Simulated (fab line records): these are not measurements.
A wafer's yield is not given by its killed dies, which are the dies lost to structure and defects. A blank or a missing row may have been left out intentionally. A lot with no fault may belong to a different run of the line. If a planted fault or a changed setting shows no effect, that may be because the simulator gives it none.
Chamber matching / flow nand_harc / NHARC_A_STAIRCASE_ETCHBACK_157 on rie_diel-13: 4 sister chambers
The step etches the open film in CH3F/O2, target depth 90 nm, time 167.14 s. 8 wafers are shown with their chamber, then 7 later ones without.

## WAFERS PAIRED WITH THEIR CHAMBERS
wafer=L657.5; chamber=3; showerhead_plenum_p_Torr (Torr)=2.35; throttle_valve_pct (%)=20.662
wafer=L659.1; chamber=0; showerhead_plenum_p_Torr (Torr)=2.46; throttle_valve_pct (%)=20.675
wafer=L659.5; chamber=3; showerhead_plenum_p_Torr (Torr)=2.34; throttle_valve_pct (%)=20.666
wafer=L658.3; chamber=2; showerhead_plenum_p_Torr (Torr)=2.46; throttle_valve_pct (%)=20.644
wafer=L658.5; chamber=0; showerhead_plenum_p_Torr (Torr)=2.46; throttle_valve_pct (%)=20.669
wafer=L658.6; chamber=1; showerhead_plenum_p_Torr (Torr)=2.28; throttle_valve_pct (%)=20.664
wafer=L668.4; chamber=1; showerhead_plenum_p_Torr (Torr)=2.65; throttle_valve_pct (%)=20.656
wafer=L668.5; chamber=2; showerhead_plenum_p_Torr (Torr)=2.45; throttle_valve_pct (%)=20.663

## WAFERS WITH NO CHAMBER GIVEN
wafer=L668.6; showerhead_plenum_p_Torr (Torr)=2.65; throttle_valve_pct (%)=20.661
wafer=L671.3; showerhead_plenum_p_Torr (Torr)=2.45; throttle_valve_pct (%)=20.667
wafer=L671.5; showerhead_plenum_p_Torr (Torr)=2.45; throttle_valve_pct (%)=20.666
wafer=L671.6; showerhead_plenum_p_Torr (Torr)=2.33; throttle_valve_pct (%)=20.656
wafer=L676.2; showerhead_plenum_p_Torr (Torr)=2.64; throttle_valve_pct (%)=20.647
wafer=L676.3; showerhead_plenum_p_Torr (Torr)=2.44; throttle_valve_pct (%)=20.657
wafer=L676.5; showerhead_plenum_p_Torr (Torr)=2.44; throttle_valve_pct (%)=20.653

## EACH ONE'S CHAMBER
wafer=L668.6; from the rows above=can't be placed: 1 or 2 or 0 or 3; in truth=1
wafer=L671.3; from the rows above=can't be placed: 0 or 3 or 1 or 2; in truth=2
wafer=L671.5; from the rows above=can't be placed: 0 or 1 or 3 or 2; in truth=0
wafer=L671.6; from the rows above=can't be placed: 2 or 3 or 1 or 0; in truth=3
wafer=L676.2; from the rows above=can't be placed: 2 or 1 or 3 or 0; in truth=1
wafer=L676.3; from the rows above=can't be placed: 1 or 2 or 3 or 0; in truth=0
wafer=L676.5; from the rows above=can't be placed: 2 or 1 or 3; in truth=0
Correct placement for 0 of the 7. Cannot be placed on the basis of these rows: 7; the candidates contain the true chamber in 6. 0 placed wrongly.
How it was worked out, from the rows above alone: a wafer's distance from a chamber is the root of the sum, over the readings, of the square of ((its reading less the chamber's mean) divided by the reading's scatter). If the next closest chamber is less than 2 further off than the closest, the wafer can't be placed; otherwise it belongs to the closest. A chamber's mean is the mean of its shown wafers. The scatter: the root of (the sum of the squares of (reading less its chamber's mean) over the shown wafers, divided by (wafers less chambers)).
